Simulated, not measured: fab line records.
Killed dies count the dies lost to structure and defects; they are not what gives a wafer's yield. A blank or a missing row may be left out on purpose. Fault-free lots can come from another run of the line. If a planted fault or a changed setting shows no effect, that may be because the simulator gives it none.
Chamber matching ; flow nand harc ; rie diel-08 running NHARC_A_STAIRCASE_TRIM_229: 4 sister chambers
The step chemistry O2, time 211.2 s. 14 wafers are shown with their chamber, then 7 later ones without.

WAFERS PAIRED WITH THEIR CHAMBERS
wafer;chamber;showerhead plenum p Torr (Torr);throttle valve pct (%);rf vpp V (V)
L301.1;0;3.68;17.032;57.8
L301.2;1;3.62;17.035;56.7
L301.6;1;3.62;17.038;56.4
L302.1;3;3.44;17.028;58.3
L302.2;2;3.37;17.039;56.6
L302.3;0;3.68;17.037;58.3
L308.2;3;3.43;17.017;57.4
L308.4;0;3.67;17.041;58.7
L308.6;1;3.61;17.044;58.4
L310.1;1;3.61;17.053;57.9
L310.4;0;3.66;17.026;59.2
L310.6;0;3.66;17.028;57.3
L314.1;3;3.43;17.031;58.4
L314.3;1;3.61;17.040;58.9

SIGNATURES (averages over the wafers above)
reading;chamber 0;chamber 1;chamber 2;chamber 3;scatter within a chamber
showerhead plenum p Torr;3.6700;3.6140;3.3700;3.4333;0.00766
throttle valve pct;17.03280;17.04200;17.03900;17.02533;0.00676
rf vpp V;58.260;57.660;56.600;58.033;0.864
Rule: a wafer lies at a distance from a chamber equal to the root of the sum of squares, over the readings, of (its reading less the chamber's mean, divided by the reading's scatter). If the next closest chamber is less than 2 further off than the closest, the wafer can't be placed; otherwise it belongs to the closest. How the scatter is found: for the shown wafers, subtract from each reading the mean of its chamber, square and add these, divide the total by (wafers less chambers), then take the root.

WAFERS WHOSE CHAMBER IS MISSING
wafer;showerhead plenum p Torr (Torr);throttle valve pct (%);rf vpp V (V)
L314.6;3.66;17.041;58.9
L311.3;3.66;17.016;58.0
L311.4;3.43;17.044;56.3
L311.5;3.66;17.038;58.2
L317.2;3.66;17.023;58.0
L317.3;3.60;17.034;58.9
L317.6;3.60;17.035;58.2

EACH ONE'S CHAMBER
wafer;from the rows above;in truth
L314.6;0;0
L311.3;0;0
L311.4;3;3
L311.5;0;0
L317.2;0;0
L317.3;1;1
L317.6;1;1
Placed correctly: 7 of 7. Number that these rows cannot place: 0. Number placed wrongly: 0.
